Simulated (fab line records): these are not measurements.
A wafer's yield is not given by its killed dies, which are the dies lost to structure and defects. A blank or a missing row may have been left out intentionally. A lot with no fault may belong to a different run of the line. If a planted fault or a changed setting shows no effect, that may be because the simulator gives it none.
fab line records    flow n5Finfet
record lots=7  wafers=21
route steps=1938 shown WELL_APT@21 PMOS_HMC_CHANNEL_EPI@57 DUMMY_GATE@223 SD_EPI_N@278 ILD0@338 HKMG_FIN@395 MOL_CONTACT_COAG@523 BEOL_M0_SAQP@681
startH: the number of hours between the record's first day and the start of the first shown wafer of the lot    waitH: hours from the lot's prior step to this one    " repeats the value in the row above    L1.1+2: a row that stands for several wafers    - no value, or no start given    * or withheld: withheld    < > ~ a bound
route shown NAME@n: NAME is a module with steps in the file, n the number in the route of the first one    usual: average and standard deviation across the fault-free wafers    same: alike in all rows    chamber/n: place in a boat    sites: readings site by site    _std_site: the values' standard deviation    _edge_site: mean of outer sites minus mean of inner sites    radiusMm: for every site, how far away it sits from the centre of the wafer    mask NAME#n: copy n    behind: the most recent tool/chamber to have shaped the wafer    hold: why the lot went on hold/how many hours it stayed there/how the hold came to an end    device: which transistor (n, p or np) failed to switch    end of line: the tests these same wafers got at the end of their route    for a step that has no rows: nothing shown but its recipe    killed: not the wafer's yield, but the dies lost to structure and defects at the first sort    map: shows each die of a wafer: x if killed, . if not, _ if none is there
set.NAME: setting as actually run; set.NAME@STEP: the setting as run at that earlier step    model.NAME: the simulator's own value behind a step, which no gauge read
lots whose settings were changed on purpose; a table a step, a row a wafer
## steps
# step N5_WELL_APT_COAT_02
# recipe spinRpm=1357  resistThkNm=950
lot.wafer  tool           chamber  startH  waitH  set.spinRpm  model.coat_of_WELL_APT_COAT_02.thkNm
L075.1     lithoTrack-01  0        -       -      1428         925.2
L075.3     "              0        "       "      1428         923.7
L075.4     "              0        "       "      1357         951.6
L083.1     lithoTrack-05  0        -       -      1307         968
L083.3     "              0        "       "      1357         951.4
L083.4     "              0        "       "      1357         951
L085.1     lithoTrack-01  0        -       -      1357         950
L085.3     "              0        "       "      1436         920.5
L085.4     "              0        "       "      1436         921.1
L088.1     lithoTrack-04  0        -       -      1357         954.8
L088.3     "              0        "       "      1290         979.9
L088.6     "              0        "       "      1290         978
L091.1     lithoTrack-04  0        -       -      1357         950.6
L091.4     "              0        "       "      1357         951.2
L091.5     "              0        "       "      1357         949.6
L095.3     lithoTrack-04  0        -       -      1281         983.7
L095.4     "              0        "       "      1357         953.2
L095.6     "              0        "       "      1357         957
L096.1     lithoTrack-01  0        -       -      1357         950.9
L096.5     "              0        "       "      1357         946.9
L096.6     "              0        "       "      1357         947.5
# step N5_PMOS_HMC_CHANNEL_EPI_HM_DEP_34
# recipe material=SiO2  targetThkA=360  tempC=400  precursor=TEOS/O2  pressureTorr=6.5  rfW=900  teosFlowSccm=161.4  gas=O2  flowSccm=2650  timeS=6.9
lot.wafer  tool      chamber  startH  waitH  set.timeS  model.SiO2_of_PMOS_HMC_CHANNEL_EPI_HM_DEP_34.thkNm
L075.1     pecvd-02  1        23.45   0.0    6.153      31.88
L075.3     "         0        "       "      6.153      32.67
L075.4     "         1        "       "      6.9        35.76
L083.1     pecvd-02  0        70.82   0.0    6.9        35.61
L083.3     "         1        "       "      6.9        35.8
L083.4     "         0        "       "      6.9        36.27
L085.1     pecvd-04  0        82.80   0.0    7.738      39.73
L085.3     "         1        "       "      6.9        35.78
L085.4     "         2        "       "      6.9        36.44
L088.1     pecvd-03  0        100.74  0.0    6.228      32.16
L088.3     "         2        "       "      6.228      32.54
L088.6     "         0        "       "      6.9        35.88
L091.1     pecvd-03  2        119.70  0.0    6.9        36.31
L091.4     "         0        "       "      6.9        36.51
L091.5     "         1        "       "      7.901      41.23
L095.3     pecvd-02  2        142.71  0.0    6.9        35.63
L095.4     "         0        "       "      6.9        36.46
L095.6     "         2        "       "      6.9        36.35
L096.1     pecvd-04  2        149.43  0.0    6.9        36.62
L096.5     "         1        "       "      6.9        36.56
L096.6     "         2        "       "      6.9        36.71
# step N5_DUMMY_GATE_COAT_35
# recipe resist=SiARC  tempC=220  timeS=60  spinRpm=1500  resistThkNm=10
lot.wafer   tool           chamber  startH  waitH  set.spinRpm  model.SiARC_of_DUMMY_GATE_COAT_35.thkNm
L075.1+3    lithoTrack-03  0        -       -      1500         10
L075.4      "              0        "       "      1411         10.4
L083.1+3    lithoTrack-01  0        -       -      1438         10.2
L083.4      "              0        "       "      1500         10
L085.1      lithoTrack-02  0        -       -      1500         10
L085.3+4    "              0        "       "      1617         9.6
L088.1+6    lithoTrack-02  0        -       -      1500         10
L088.3      "              0        "       "      1447         10.2
L091.1+5    lithoTrack-03  0        -       -      1500         10
L091.4      "              0        "       "      1561         9.8
L095.3+4+6  lithoTrack-02  0        -       -      1500         10
L096.1+5+6  lithoTrack-01  0        -       -      1500         10
# step N5_SD_EPI_N_ETCH_45
# recipe chemistry=CH3F/O2  target=SiOCN  targetDepthA=60  maskMaterial=SOC  ionEnergyEv=60  biasW=29  pressureMtorr=15  sourceW=410  Ar_flow_sccm=150  CH3F_flow_sccm=30  O2_flow_sccm=20
lot.wafer  tool        chamber  startH  waitH  set.targetDepthA  model.etch.depthNm
L075.1     rieDiel-05  0        56.27   0.1    60                5.868
L075.3     "           1        "       "      54.28             5.452
L075.4     "           2        "       "      54.28             5.342
L083.1     rieDiel-05  1        102.89  0.1    60                6.067
L083.3     "           0        "       "      62.06             6.034
L083.4     "           3        "       "      60                5.929
L085.1     rieDiel-06  1        116.83  0.1    58.01             5.694
L085.3     "           3        "       "      58.01             5.792
L085.4     "           2        "       "      60                5.882
L088.1     rieDiel-04  0        133.89  0.1    60                6.131
L088.3     "           3        "       "      60                6.153
L088.6     "           0        "       "      60                6.071
L091.1     rieDiel-06  2        178.88  0.1    60                5.907
L091.4     "           0        "       "      65.62             6.712
L091.5     "           2        "       "      60                5.89
L095.3     rieDiel-06  2        188.66  0.1    60                5.804
L095.4     "           1        "       "      54.77             5.364
L095.6     "           1        "       "      60                5.941
L096.1     rieDiel-06  2        192.14  0.1    60                5.928
L096.5     "           0        "       "      60                6.136
L096.6     "           3        "       "      60                6.057
# step N5_ILD0_CMP_03
# recipe stopOn=SiNx  tOverpolishS=1.9  postCmpClean=alkalineBrush  downForcePsi=4.1491  platenRpm=51.796  padVelocityMS=1.0306  targetThkNm=197.38
# usual timeToEndpointS=70/4
lot.wafer  tool    chamber  startH  waitH  set.downForcePsi  timeToEndpointS
L075.4     cmp-04  2        67.31   0.0    4.1491            70
L075.1     "       0        "       "      4.1491            71
L075.3     "       1        "       "      3.806             78
L083.4     cmp-04  2        113.69  0.0    4.1491            71
L083.1     "       0        "       "      4.1491            72
L083.3     "       1        "       "      4.1491            71
L085.4     cmp-02  1        127.62  0.0    4.833             60
L085.3     "       3        "       "      4.1491            73
L085.1     "       0        "       "      4.833             60
L088.1     cmp-04  2        164.45  0.0    4.1491            63
L088.3     "       1        "       "      4.1491            66
L088.6     "       2        "       "      4.1491            62
L091.4     cmp-02  2        197.17  0.0    3.64              90
L091.1     "       3        "       "      4.1491            81
L091.5     "       3        "       "      3.64              93
L095.3     cmp-03  1        200.57  0.1    4.938             62
L095.4     "       3        "       "      4.1491            74
L095.6     "       1        "       "      4.1491            74
L096.1     cmp-04  2        206.00  0.2    4.1491            65
L096.6     "       1        "       "      4.1491            71
L096.5     "       2        "       "      4.1491            67
# step N5_HKMG_FIN_EXPOSE_46
# recipe maskId=NDIPOLE  na=1.35  sourceShape=conventional  sigmaOuter=0.8  polarization=unpolarized  doseMj=40
lot.wafer   tool            chamber  startH  waitH  mask       set.doseMj
L075.1      arfiScanner-03  0        77.73   -      NDIPOLE#0  40
L075.3+4    "               0        "       "      NDIPOLE#0  37.44
L083.1      arfiScanner-02  0        123.88  -      NDIPOLE#0  40
L083.3+4    "               0        "       "      NDIPOLE#0  41.33
L085.1+3+4  arfiScanner-01  0        138.14  -      NDIPOLE#0  40
L088.1+6    arfiScanner-01  0        174.87  -      NDIPOLE#0  37.89
L088.3      "               0        "       "      NDIPOLE#0  40
L091.1      arfiScanner-01  0        209.06  -      NDIPOLE#0  41.21
L091.4+5    "               0        "       "      NDIPOLE#0  40
L095.3+4    arfiScanner-02  0        212.84  -      NDIPOLE#0  40
L095.6      "               0        "       "      NDIPOLE#0  42.21
L096.1+5+6  arfiScanner-03  0        215.74  -      NDIPOLE#0  40
# step N5_HKMG_FIN_DEVELOP_48
# recipe developTimeS=30  developer=TMAH  resist=CAR-ArF  rinseLiquid=diw  dry=airSpin  devTempC=23
lot.wafer   tool           chamber  startH  waitH  set.developTimeS
L075.1      lithoTrack-05  0        -       -      27.52
L075.3+4    "              0        "       "      30
L083.1+4    lithoTrack-05  0        -       -      28.04
L083.3      "              0        "       "      30
L085.1+3+4  lithoTrack-03  0        -       -      30
L088.1+3+6  lithoTrack-03  0        -       -      30
L091.1+4+5  lithoTrack-03  0        -       -      30
L095.3+4    lithoTrack-04  0        -       -      26.07
L095.6      "              0        "       "      30
L096.1+5+6  lithoTrack-05  0        -       -      30
# step N5_HKMG_FIN_CD_MEAS_49
# recipe targetCdNm=202  landingEnergyEv=500  detector=seInlens  polarity=opening
# usual cdNm=202.4/0.69
lot.wafer  tool      chamber  startH  waitH  set.doseMj@HKMG_FIN_EXPOSE_46  cdNm
L075.1     cdSem-02  0        77.86   -      40                             200.7
L075.3     "         0        "       "      37.44                          197.4
L075.4     "         0        "       "      37.44                          197.1
L083.1     cdSem-03  0        124.01  -      40                             202.9
L083.3     "         0        "       "      41.33                          204.5
L083.4     "         0        "       "      41.33                          204.3
L085.1     cdSem-01  0        138.26  -      40                             202.8
L085.3     "         0        "       "      40                             203.1
L085.4     "         0        "       "      40                             202.9
L088.1     cdSem-03  0        175.00  -      37.89                          199.1
L088.3     "         0        "       "      40                             202.3
L088.6     "         0        "       "      37.89                          200.7
L091.1     cdSem-03  0        209.18  -      41.21                          205.3
L091.4     "         0        "       "      40                             203.9
L091.5     "         0        "       "      40                             203.2
L095.3     cdSem-03  0        212.96  -      40                             201.3
L095.4     "         0        "       "      40                             201.9
L095.6     "         0        "       "      42.21                          204.9
L096.1     cdSem-03  0        215.86  -      40                             202.1
L096.5     "         0        "       "      40                             202.3
L096.6     "         0        "       "      40                             201.9
# step N5_MOL_CONTACT_COAG_EXPOSE_05
# recipe maskId=CA  na=0.33  sourceShape=annular  sigmaInner=0.4  sigmaOuter=0.8  polarization=unpolarized  defocusNm=0  doseMj=38.25
lot.wafer   tool           chamber  startH  waitH  mask  set.doseMj
L075.1+4    euvScanner-02  0        94.47   -      CA#0  36.76
L075.3      "              0        "       "      CA#0  38.25
L083.1+3+4  euvScanner-02  0        139.27  -      CA#0  38.25
L085.1+4    euvScanner-02  0        154.83  -      CA#0  36.49
L085.3      "              0        "       "      CA#0  38.25
L088.1+3+6  euvScanner-02  0        193.57  -      CA#0  38.25
L091.1+4+5  euvScanner-02  0        224.87  -      CA#0  38.25
L095.3+6    euvScanner-01  0        230.44  -      CA#0  38.25
L095.4      "              0        "       "      CA#0  37.41
L096.1+5+6  euvScanner-01  0        233.39  -      CA#0  38.25
# step N5_MOL_CONTACT_COAG_PEB_06
# recipe pebTempC=100  pebTimeS=60  resist=CAR-EUV
# step N5_MOL_CONTACT_COAG_DEVELOP_07
# recipe developTimeS=30  developer=TMAH  resist=CAR-EUV  rinseLiquid=surfactantRinse  dry=airSpin  devTempC=23
# step N5_MOL_CONTACT_COAG_DESCUM_13
# recipe chemistry=O2  timeS=7  sourcePowerW=50  biasPowerW=20  pressureMtorr=20  rfFrequencyHz=2.712e+07  tempC=40  resist=CAR-EUV  o2FlowSccm=225
# step N5_MOL_CONTACT_COAG_ETCH_59
# recipe chemistry=N2/H2  target=underlayer  targetDepthA=130  maskMaterial=CAR-EUV  timeS=10.4  ionEnergyEv=200  pressureMtorr=30  sourceW=840  biasW=150  n2FlowSccm=200  h2FlowSccm=200  ends=cleared
lot.wafer  tool        chamber  startH  waitH  set.doseMj@MOL_CONTACT_COAG_EXPOSE_05  model.MOL_CONTACT_COAG.cdOffsetNm
L075.1     rieDiel-06  3        94.96   0.0    36.76                                  -0.8
L075.3     "           1        "       "      38.25                                  0
L075.4     "           1        "       "      36.76                                  -1.2
L083.1+3   rieDiel-05  1,2      139.56  0.0    38.25                                  0
L083.4     "           3        "       "      38.25                                  0.2
L085.1     rieDiel-06  2        155.11  0.0    36.49                                  -1
L085.3     "           3        "       "      38.25                                  0.2
L085.4     "           1        "       "      36.49                                  -1.2
L088.1+6   rieDiel-06  1,3      193.85  0.0    38.25                                  0
L088.3     "           0        "       "      38.25                                  -0.2
L091.1     rieDiel-04  1        225.15  0.0    38.25                                  0
L091.4     "           0        "       "      38.25                                  -0.4
L091.5     "           1        "       "      38.25                                  -0.2
L095.3+6   rieDiel-06  1,3      230.72  0.0    38.25                                  0
L095.4     "           0        "       "      37.41                                  -0.4
L096.1     rieDiel-05  0        233.68  0.0    38.25                                  0
L096.5+6   "           3,0      "       "      38.25                                  0.2
# step N5_MOL_CONTACT_COAG_ETCH_105
# recipe chemistry=CF4  target=SiARC  targetDepthA=156  maskMaterial=CAR-EUV  timeS=26  ionEnergyEv=80  pressureMtorr=40  sourceW=545  biasW=36  Ar_flow_sccm=100  cf4FlowSccm=100  ends=cleared
lot.wafer  tool        chamber  startH  waitH  set.doseMj@MOL_CONTACT_COAG_EXPOSE_05  model.MOL_CONTACT_COAG.cdOffsetNm
L075.1     rieDiel-06  3        94.98   0.0    36.76                                  -0.8
L075.3     "           1        "       "      38.25                                  0
L075.4     "           1        "       "      36.76                                  -1.2
L083.1+3   rieDiel-05  1,2      139.58  0.0    38.25                                  0
L083.4     "           3        "       "      38.25                                  0.2
L085.1     rieDiel-06  2        155.13  0.0    36.49                                  -1
L085.3     "           3        "       "      38.25                                  0.4
L085.4     "           1        "       "      36.49                                  -1.2
L088.1+6   rieDiel-06  1,3      193.87  0.0    38.25                                  0
L088.3     "           0        "       "      38.25                                  -0.2
L091.1     rieDiel-04  1        225.17  0.0    38.25                                  0
L091.4     "           0        "       "      38.25                                  -0.4
L091.5     "           1        "       "      38.25                                  -0.2
L095.3+6   rieDiel-06  1,3      230.74  0.0    38.25                                  0
L095.4     "           0        "       "      37.41                                  -0.4
L096.1+6   rieDiel-05  0        233.70  0.0    38.25                                  0
L096.5     "           3        "       "      38.25                                  0.2
# step N5_MOL_CONTACT_COAG_PECVD_31
# recipe material=SiO2  targetThkA=460  tempC=400  precursor=TEOS/O2  pressureTorr=6.5  rfW=withheld  teosFlowSccm=withheld  gas=O2  flowSccm=2650  timeS=8.9
lot.wafer  tool      chamber  startH  waitH  set.tempC  model.SiO2_of_MOL_CONTACT_COAG_PECVD_31.thkNm
L075.1+3   pecvd-04  0,1      104.91  0.3    395.2      46.8
L075.4     "         0        "       "      400        46.4
L083.1     pecvd-04  2        147.75  0.3    400        45.6
L083.3     "         1        "       "      413.1      42.6
L083.4     "         0        "       "      413.1      43.2
L085.1     pecvd-01  1        165.22  0.3    400        46.2
L085.3     "         2        "       "      400        46.8
L085.4     "         2        "       "      392.8      49.8
L088.1     pecvd-03  0        206.53  0.3    410.4      43.2
L088.3     "         1        "       "      400        45.6
L088.6     "         2        "       "      410.4      44
L091.1     pecvd-03  0        234.30  0.3    400        45.6
L091.4+5   "         0        "       "      417.3      42
L095.3     pecvd-04  1        237.53  0.3    400        46
L095.4     "         0        "       "      412.1      42.4
L095.6     "         1        "       "      412.1      42.8
L096.1+6   pecvd-01  2        240.92  0.3    400        46.8
L096.5     "         0        "       "      400        47.2
# step N5_MOL_CONTACT_COAG_EXPOSE_81
# recipe maskId=VG  na=0.33  sourceShape=annular  sigmaInner=0.3  sigmaOuter=0.7  polarization=unpolarized  defocusNm=0  doseMj=59.5
lot.wafer   tool           chamber  startH  waitH  mask  set.doseMj
L075.1      euvScanner-02  0        105.22  -      VG#0  59.5
L075.3+4    "              0        "       "      VG#0  61.03
L083.1+3+4  euvScanner-02  0        148.07  -      VG#0  59.5
L085.1+3    euvScanner-01  0        165.41  -      VG#0  62.16
L085.4      "              0        "       "      VG#0  59.5
L088.1+3+6  euvScanner-01  0        206.78  -      VG#0  59.5
L091.1+4+5  euvScanner-01  0        234.64  -      VG#0  59.5
L095.3      euvScanner-01  0        237.87  -      VG#0  59.5
L095.4+6    "              0        "       "      VG#0  63.44
L096.1+5+6  euvScanner-01  0        241.13  -      VG#0  59.5
# step N5_MOL_CONTACT_COAG_PEB_82
# recipe pebTempC=100  pebTimeS=60  resist=CAR-EUV
# step N5_MOL_CONTACT_COAG_DEVELOP_83
# recipe developTimeS=30  developer=TMAH  resist=CAR-EUV  rinseLiquid=surfactantRinse  dry=airSpin  devTempC=23
# step N5_MOL_CONTACT_COAG_CD_MEAS_84
# recipe targetCdNm=25.1  landingEnergyEv=500  detector=seInlens  polarity=opening
# usual cdNm=25.07/0.24
lot.wafer  tool      chamber  startH  waitH  set.doseMj@MOL_CONTACT_COAG_EXPOSE_81  cdNm
L075.1     cdSem-02  0        105.37  -      59.5                                   25.25
L075.3     "         0        "       "      61.03                                  25.79
L075.4     "         0        "       "      61.03                                  25.65
L083.1     cdSem-01  0        148.21  -      59.5                                   24.83
L083.3     "         0        "       "      59.5                                   24.71
L083.4     "         0        "       "      59.5                                   24.94
L085.1     cdSem-03  0        165.56  -      62.16                                  26.03
L085.3     "         0        "       "      62.16                                  26.09
L085.4     "         0        "       "      59.5                                   24.88
L088.1     cdSem-01  0        206.92  -      59.5                                   25.43
L088.3     "         0        "       "      59.5                                   25.23
L088.6     "         0        "       "      59.5                                   25.32
L091.1     cdSem-01  0        234.79  -      59.5                                   24.90
L091.4     "         0        "       "      59.5                                   24.72
L091.5     "         0        "       "      59.5                                   24.74
L095.3     cdSem-03  0        238.00  -      59.5                                   25.42
L095.4     "         0        "       "      63.44                                  26.36
L095.6     "         0        "       "      63.44                                  26.55
L096.1     cdSem-01  0        241.28  -      59.5                                   24.56
L096.5     "         0        "       "      59.5                                   24.86
L096.6     "         0        "       "      59.5                                   24.69
# step N5_MOL_CONTACT_COAG_CVD_140
# recipe material=W  targetThkA=665  mode=selectiveFill  tempC=300  timeS=215
lot.wafer  tool     chamber  startH  waitH  set.targetThkA  model.W_of_MOL_CONTACT_COAG_CVD_140.thkNm
L075.1     cvdW-01  1        108.36  0.1    753             74.2
L075.3     "        1        "       "      753             74.8
L075.4     "        0        "       "      753             75.2
L083.1     cvdW-02  0        150.88  0.1    665             66.4
L083.3     "        0        "       "      665             66.2
L083.4     "        1        "       "      690.4           70.6
L085.1     cvdW-02  1        168.78  0.1    665             66
L085.3     "        0        "       "      617.9           61.4
L085.4     "        1        "       "      617.9           62.4
L088.1     cvdW-01  1        209.76  0.1    665             67
L088.3     "        1        "       "      665             66.8
L088.6     "        0        "       "      665             66.2
L091.1     cvdW-01  0        238.20  0.1    592.6           57.6
L091.4     "        0        "       "      665             65.4
L091.5     "        1        "       "      665             66.6
L095.3+6   cvdW-02  0        240.91  0.1    590.2           59.2
L095.4     "        1        "       "      665             67.4
L096.1     cvdW-01  0        243.68  0.1    665             65.8
L096.5+6   "        1,0      "       "      665             66.2
# step N5_MOL_CONTACT_COAG_PRECLEAN_127
# recipe chemistry=DIW  timeS=57.5  tempC=23
# step N5_MOL_CONTACT_COAG_SRD_128
# recipe dryTimeS=32  dry=n2Spin  spinRpm=1500
# step N5_MOL_CONTACT_COAG_CMP_52
# recipe stopOn=SiO2  tOverpolishS=1.5  postCmpClean=wDiluteNh4oh  downForcePsi=4  platenRpm=50.289  padVelocityMS=1.0006  targetThkNm=66.5
lot.wafer  tool    chamber  startH  waitH  set.targetThkA@MOL_CONTACT_COAG_CVD_140  model.W_of_MOL_CONTACT_COAG_CVD_140.thkNm
L075.3     cmp-04  3        108.68  0.0    753                                      67.2
L075.1     "       0        "       "      753                                      67.6
L075.4     "       1        "       "      753                                      66.4
L083.1     cmp-02  0        151.20  0.0    665                                      66.4
L083.4     "       1        "       "      690.4                                    65.4
L083.3     "       2        "       "      665                                      66.2
L085.1     cmp-02  1        169.13  0.0    665                                      66
L085.3     "       2        "       "      617.9                                    61.4
L085.4     "       0        "       "      617.9                                    62.4
L088.3     cmp-02  2        210.08  0.0    665                                      66.8
L088.1     "       3        "       "      665                                      67
L088.6     "       2        "       "      665                                      66.2
L091.4     cmp-02  2        238.52  0.0    665                                      65.4
L091.1     "       1        "       "      592.6                                    57.6
L091.5     "       2        "       "      665                                      66.6
L095.4     cmp-03  1        241.31  0.2    665                                      67.4
L095.3+6   "       2,1      "       "      590.2                                    59.2
L096.1     cmp-03  2        244.00  0.0    665                                      65.8
L096.5+6   "       2,3      "       "      665                                      66.2
# step N5_BEOL_M0_SAQP_COAT_72
# recipe resist=SiARC  tempC=220  timeS=60  spinRpm=1500  resistThkNm=15
lot.wafer   tool           chamber  startH  waitH  set.spinRpm  model.SiARC_of_BEOL_M0_SAQP_COAT_72.thkNm
L075.1      lithoTrack-03  0        -       -      1500         15
L075.3      "              0        "       "      1500         14.8
L075.4      "              0        "       "      1568         14.6
L083.1      lithoTrack-02  0        -       -      1581         14.6
L083.3      "              0        "       "      1581         14.8
L083.4      "              0        "       "      1500         15
L085.1      lithoTrack-02  0        -       -      1500         15
L085.3+4    "              0        "       "      1434         15.4
L088.1+3    lithoTrack-02  0        -       -      1500         15
L088.6      "              0        "       "      1447         15.2
L091.1+5    lithoTrack-05  0        -       -      1437         15.4
L091.4      "              0        "       "      1437         15.2
L095.3      lithoTrack-05  0        -       -      1407         15.6
L095.4+6    "              0        "       "      1500         15
L096.1+5+6  lithoTrack-05  0        -       -      1500         15
## key
split step=N5_WELL_APT_COAT_02  setting=spinRpm  stated=1357  by=wafer
response step=N5_WELL_APT_COAT_02  reading=model.coat_of_WELL_APT_COAT_02.thkNm  change=-5  per=1%  r=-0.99
split step=N5_PMOS_HMC_CHANNEL_EPI_HM_DEP_34  setting=timeS  stated=6.9  by=wafer
response step=N5_PMOS_HMC_CHANNEL_EPI_HM_DEP_34  reading=model.SiO2_of_PMOS_HMC_CHANNEL_EPI_HM_DEP_34.thkNm  change=+0.327  per=1%  r=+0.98
split step=N5_DUMMY_GATE_COAT_35  setting=spinRpm  stated=1500  by=wafer
response step=N5_DUMMY_GATE_COAT_35  reading=model.SiARC_of_DUMMY_GATE_COAT_35.thkNm  change=-0.0552  per=1%  r=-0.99
split step=N5_SD_EPI_N_ETCH_45  setting=targetDepthA  stated=60  by=wafer
response step=N5_SD_EPI_N_ETCH_45  reading=model.etch.depthNm  change=+0.0617  per=1%  r=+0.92
split step=N5_ILD0_CMP_03  setting=downForcePsi  stated=4.1491  by=wafer
response step=N5_ILD0_CMP_03  reading=timeToEndpointS  change=*  per=1%  r=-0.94
split step=N5_HKMG_FIN_EXPOSE_46  setting=doseMj  stated=40  by=wafer
response step=N5_HKMG_FIN_CD_MEAS_49  reading=cdNm  change=+0.53  per=1%  r=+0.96
split step=N5_HKMG_FIN_DEVELOP_48  setting=developTimeS  stated=30  by=wafer
response none clear
split step=N5_MOL_CONTACT_COAG_EXPOSE_05  setting=doseMj  stated=38.25  by=wafer
response step=N5_MOL_CONTACT_COAG_ETCH_59  reading=model.MOL_CONTACT_COAG.cdOffsetNm  change=+0.261  per=1%  r=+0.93
response step=N5_MOL_CONTACT_COAG_ETCH_105  reading=model.MOL_CONTACT_COAG.cdOffsetNm  change=+0.284  per=1%  r=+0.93
split step=N5_MOL_CONTACT_COAG_PECVD_31  setting=tempC  stated=400  by=wafer
response step=N5_MOL_CONTACT_COAG_PECVD_31  reading=model.SiO2_of_MOL_CONTACT_COAG_PECVD_31.thkNm  shape=bent  atLowest=49.8  atStated=46.3  atHighest=42
split step=N5_MOL_CONTACT_COAG_EXPOSE_81  setting=doseMj  stated=59.5  by=wafer
response step=N5_MOL_CONTACT_COAG_CD_MEAS_84  reading=cdNm  change=+0.189  per=1%  r=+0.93
split step=N5_MOL_CONTACT_COAG_CVD_140  setting=targetThkA  stated=665  by=wafer
response step=N5_MOL_CONTACT_COAG_CVD_140  reading=model.W_of_MOL_CONTACT_COAG_CVD_140.thkNm  change=+0.74  per=1%  r=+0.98
response step=N5_MOL_CONTACT_COAG_CMP_52  reading=model.W_of_MOL_CONTACT_COAG_CVD_140.thkNm  change=+0.676  per=1%  r=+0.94
split step=N5_BEOL_M0_SAQP_COAT_72  setting=spinRpm  stated=1500  by=wafer
response step=N5_BEOL_M0_SAQP_COAT_72  reading=model.SiARC_of_BEOL_M0_SAQP_COAT_72.thkNm  change=-0.0764  per=1%  r=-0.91
